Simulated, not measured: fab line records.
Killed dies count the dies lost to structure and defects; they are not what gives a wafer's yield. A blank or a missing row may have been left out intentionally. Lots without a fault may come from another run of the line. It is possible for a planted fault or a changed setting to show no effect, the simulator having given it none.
Which tool was responsible? | flow n5Finfet | 9 lots, 27 wafers sampled, at 5 steps of a route of 1938

## WHAT EACH GAUGE READ, for each wafer
N5_BEOL_M4_RC_MEAS_101.
lot  | measured     | on        | DIBL_N (mV/V)  | DIBL_P (mV/V)  | IOFF_N (nA/um)    | IOFF_P (nA/um) | ION_N (uA/um) | ION_P (uA/um) | SS_N (mV/dec)  | SS_P (mV/dec)  | VT_N (mV)   | VT_P (mV)
L638 | day 10 03:13 | prober-01 | 37.4 35.9 37.2 | 36.7 35.6 37.0 | 0.151 0.125 0.155 | 0.20 0.18 0.20 | 674 656 680   | 461 455 463   | 71.8 71.3 72.1 | 73.6 73.2 73.6 | 253 255 250 | -252 -250 -253
L639 | day 10 22:27 | prober-01 | 33.6 36.9 34.7 | 34.2 38.5 35.2 | 0.113 0.172 0.136 | 0.19 0.26 0.21 | 644 676 673   | 456 473 473   | 71.4 71.7 71.2 | 72.4 73.6 72.9 | 255 248 253 | -247 -245 -248
L641 | day 11 01:23 | prober-01 | 33.4 34.5 36.9 | 30.6 33.8 35.4 | 0.099 0.123 0.152 | 0.15 0.19 0.20 | 645 671 662   | 449 467 460   | 70.3 70.3 72.2 | 71.7 72.5 73.3 | 256 252 249 | -254 -251 -249
L646 | day 12 17:02 | prober-02 | 34.8 36.3 40.9 | 32.6 34.5 40.2 | 0.118 0.143 0.233 | 0.14 0.17 0.25 | 665 661 689   | 452 451 461   | 71.1 70.6 72.9 | 72.2 72.8 74.1 | 250 248 242 | -256 -253 -250
L648 | day 12 21:17 | prober-01 | 34.8 37.0 37.5 | 36.5 39.1 39.4 | 0.157 0.203 0.224 | 0.21 0.26 0.26 | 672 695 686   | 461 470 466   | 71.3 71.8 72.0 | 72.7 73.6 73.6 | 249 245 243 | -250 -246 -248
L652 | day 13 06:11 | prober-02 | 35.6 35.3 36.1 | 35.8 35.7 35.7 | 0.151 0.146 0.150 | 0.20 0.20 0.20 | 687 674 673   | 469 461 459   | 71.3 70.9 71.2 | 73.7 73.4 72.6 | 250 248 249 | -250 -251 -249
L655 | day 14 03:56 | prober-02 | 35.4 35.7 38.8 | 35.1 37.0 40.0 | 0.126 0.139 0.190 | 0.16 0.18 0.23 | 651 671 671   | 441 461 449   | 71.2 71.3 72.2 | 72.9 73.1 74.8 | 253 253 247 | -254 -252 -251
L656 | day 15 06:46 | prober-01 | 35.3 35.7 37.0 | 36.1 36.1 37.1 | 0.156 0.171 0.177 | 0.23 0.22 0.23 | 681 677 676   | 467 468 465   | 71.0 71.2 71.9 | 73.7 74.0 74.4 | 248 249 251 | -249 -250 -250
L657 | day 15 11:20 | prober-02 | 34.3 31.8 33.2 | 34.4 30.1 32.1 | 0.129 0.087 0.113 | 0.17 0.11 0.14 | 655 632 658   | 454 435 449   | 70.4 71.7 71.2 | 72.7 71.6 72.2 | 250 259 255 | -253 -261 -258

## EACH LOT AND THE TOOL THAT RAN IT (in order: tool; ch and the chambers of the sampled wafers; start)
lot  | N5_FIN_SAQP_DESCUM_21            | N5_FIN_SAQP_ETCH_65            | N5_FIN_SAQP_STRIP_70             | N5_FIN_SAQP_RECESS_71
L638 | rieDiel-05 ch 0,1,2, day 2 22:05 | rieSi-01 ch 0,1,3, day 3 00:21 | rieDiel-02 ch 0,1,3, day 3 01:01 | vaporEtch-02 ch 0,1, day 3 01:05
L639 | rieDiel-06 ch 2,3, day 3 04:34   | rieSi-01 ch 0,2,3, day 3 06:44 | rieDiel-05 ch 0,1, day 3 07:38   | vaporEtch-01 ch 0,1, day 3 07:41
L641 | rieDiel-06 ch 2,3, day 3 15:56   | rieSi-02 ch 0,3, day 3 18:11   | rieDiel-06 ch 1,3, day 3 18:50   | vaporEtch-01 ch 0,1, day 3 18:54
L646 | rieDiel-06 ch 1,3, day 4 22:50   | rieSi-01 ch 0,2,3, day 5 01:47 | rieDiel-02 ch 1,3, day 5 02:27   | vaporEtch-02 ch 0,1, day 5 02:31
L648 | rieDiel-02 ch 1,3, day 5 11:29   | rieSi-01 ch 0,2,3, day 5 13:46 | rieDiel-06 ch 1,2, day 5 14:26   | vaporEtch-02 ch 0,1, day 5 14:32
L652 | rieDiel-05 ch 0,1, day 6 10:40   | rieSi-02 ch 1,2, day 6 12:57   | rieDiel-06 ch 1,2, day 6 13:39   | vaporEtch-01 ch 0,1, day 6 13:43
L655 | rieDiel-06 ch 0,1,2, day 7 03:17 | rieSi-04 ch 0,2,3, day 7 05:31 | rieDiel-06 ch 1,2, day 7 06:10   | vaporEtch-01 ch 0, day 7 06:20
L656 | rieDiel-02 ch 1,2,3, day 7 09:28 | rieSi-02 ch 1,2,3, day 7 11:43 | rieDiel-05 ch 0,1,3, day 7 12:23 | vaporEtch-01 ch 0,1, day 7 12:27
L657 | rieDiel-02 ch 2,3, day 7 15:43   | rieSi-04 ch 0,1,2, day 7 18:01 | rieDiel-06 ch 0,3, day 7 18:40   | vaporEtch-02 ch 0,1, day 7 18:44
- N5_FIN_SAQP_DESCUM_21: chemistry O2, time 7.9 s.
- N5_FIN_SAQP_ETCH_65: etches SiO2 in CF4, target depth 4 nm, time 4.4 s.
- N5_FIN_SAQP_STRIP_70: strips in N2/H2.
- N5_FIN_SAQP_RECESS_71: chemistry HF/NH3, target SiO2, target depth 3 nm, afs cycles 1, sublimation time 60 s.

## WHAT THE TOOLS THEMSELVES READ (means of the sampled wafers that have a number; where no wafer has one, the mark that the record gives instead)
N5_FIN_SAQP_DESCUM_21.
lot  | tool       | drypumpMotorCurrentA (A) | oesProductAu (a.u.) | rfVppV (V) | showerheadPlenumPTorr (Torr) | throttleValvePct (%)
L638 | rieDiel-05 | 5.7                      | 0.74                | 243.2      | 2.10                         | 20.56
L639 | rieDiel-06 | 6.1                      | 0.75                | 242.6      | 2.08                         | 20.42
L641 | rieDiel-06 | 6.0                      | 0.75                | 243.8      | 2.10                         | 20.48
L646 | rieDiel-06 | 5.8                      | 0.85                | 243.9      | 2.12                         | 20.14
L648 | rieDiel-02 | 5.9                      | 0.69                | 241.3      | 2.01                         | 20.61
L652 | rieDiel-05 | 5.9                      | 0.74                | 243.0      | 2.10                         | 20.72
L655 | rieDiel-06 | 5.9                      | 0.83                | 244.0      | 2.10                         | 20.25
L656 | rieDiel-02 | 5.7                      | 0.85                | 244.6      | 2.14                         | 20.37
L657 | rieDiel-02 | 6.2                      | 0.94                | 244.9      | 2.20                         | 20.28

N5_FIN_SAQP_ETCH_65.
lot  | tool     | drypumpMotorCurrentA (A) | oesProductAu (a.u.) | throttleValvePct (%)
L638 | rieSi-01 | 5.8                      | 0.992               | 21.63
L639 | rieSi-01 | 6.1                      | 0.983               | 21.75
L641 | rieSi-02 | 5.9                      | 0.978               | 21.53
L646 | rieSi-01 | 6.1                      | 1.062               | 21.79
L648 | rieSi-01 | 6.1                      | 1.135               | 21.82
L652 | rieSi-02 | 5.6                      | 1.006               | 21.81
L655 | rieSi-04 | 5.4                      | 1.009               | 21.82
L656 | rieSi-02 | 5.6                      | 0.992               | 21.87
L657 | rieSi-04 | 5.5                      | 1.004               | 21.76

N5_FIN_SAQP_STRIP_70.
lot  | tool       | drypumpMotorCurrentA (A) | h2FlowSccm (sccm) | n2FlowSccm (sccm) | oesProductAu (a.u.) | rfVppV (V) | showerheadPlenumPTorr (Torr) | throttleValvePct (%)
L638 | rieDiel-02 | 5.5                      | 300.1             | 299.5             | 0.71                | 121.7      | 3.32                         | 18.85
L639 | rieDiel-05 | 5.9                      | 299.3             | 299.3             | 0.76                | 121.3      | 3.36                         | 18.97
L641 | rieDiel-06 | 5.8                      | 299.6             | 299.8             | 0.81                | 122.2      | 3.38                         | 18.72
L646 | rieDiel-02 | 5.5                      | 300.6             | 301.6             | 0.71                | 121.0      | 3.26                         | 18.81
L648 | rieDiel-06 | 5.9                      | 299.5             | 300.0             | 0.84                | 121.7      | 3.42                         | 18.82
L652 | rieDiel-06 | 5.9                      | 300.4             | 300.4             | 0.83                | 123.1      | 3.42                         | 18.84
L655 | rieDiel-06 | 5.9                      | 299.5             | 301.3             | 0.82                | 122.3      | 3.41                         | 18.85
L656 | rieDiel-05 | 5.7                      | 300.4             | 300.5             | 0.79                | 122.0      | 3.38                         | 19.08
L657 | rieDiel-06 | 5.8                      | 299.1             | 300.1             | 0.78                | 122.2      | 3.35                         | 18.88

N5_FIN_SAQP_RECESS_71.
lot  | tool         | drypumpMotorCurrentA (A) | sublimationTempC (C)
L638 | vaporEtch-02 | 5.8                      | 179.95
L639 | vaporEtch-01 | 5.6                      | 180.09
L641 | vaporEtch-01 | 5.3                      | 180.06
L646 | vaporEtch-02 | 5.8                      | 179.78
L648 | vaporEtch-02 | 5.8                      | 179.98
L652 | vaporEtch-01 | 5.6                      | 180.00
L655 | vaporEtch-01 | 4.9                      | 179.97
L656 | vaporEtch-01 | 5.3                      | 180.11
L657 | vaporEtch-02 | 6.0                      | 180.13

## THE ANSWER, worked out from the rows above alone
Rule: usual is defined by the lots themselves. The widest of any qualifying gaps counts: lots, ordered by their means at a reading, are off when they make up no more than a third of the lots, leave a main group of 4 or more, and stand apart from it by 3 or more times the standard deviation of that group's means. If all means in a main group match to the digits the tables above print for the reading, that group is not used. A lot without any number at a reading at which 4 lots or more have one is off too. The other lots that the step has rows for count as sound. The gauges are gone through in route order, then the tools' own readings, and for those a lot's mean is taken as printed above. The first step at which some lot is off is used, and at that step the reading that is off furthest; a lot without a number counts as furthest.
Off at N5_FIN_SAQP_ETCH_65 (oesProductAu): L646, L648. For the main group the mean is 0.995 a.u. and the standard deviation 0.011.
If a tool, at that step or one of the process steps before it, ran each lot that is off and ran no sound lot following the first of them, it fits. One fits: N5_FIN_SAQP_ETCH_65 on rieSi-01. Its last sound lot is L639 (day 3 06:44), its first lot that is off L646 (day 5 01:47): a fault that began between those two fits.
On the lots that are off, the tool's own readings at N5_FIN_SAQP_ETCH_65 differ by more than 5 times the standard deviation of the sound lots' means, which bears it out; oesProductAu reads 1.099 a.u. there versus 0.995 a.u. on the sound lots.

## WHAT HAD BEEN PUT IN BY THE SIMULATOR
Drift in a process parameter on rieSi-01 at N5_FIN_SAQP_ETCH_65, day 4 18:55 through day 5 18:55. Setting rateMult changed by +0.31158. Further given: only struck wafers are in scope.
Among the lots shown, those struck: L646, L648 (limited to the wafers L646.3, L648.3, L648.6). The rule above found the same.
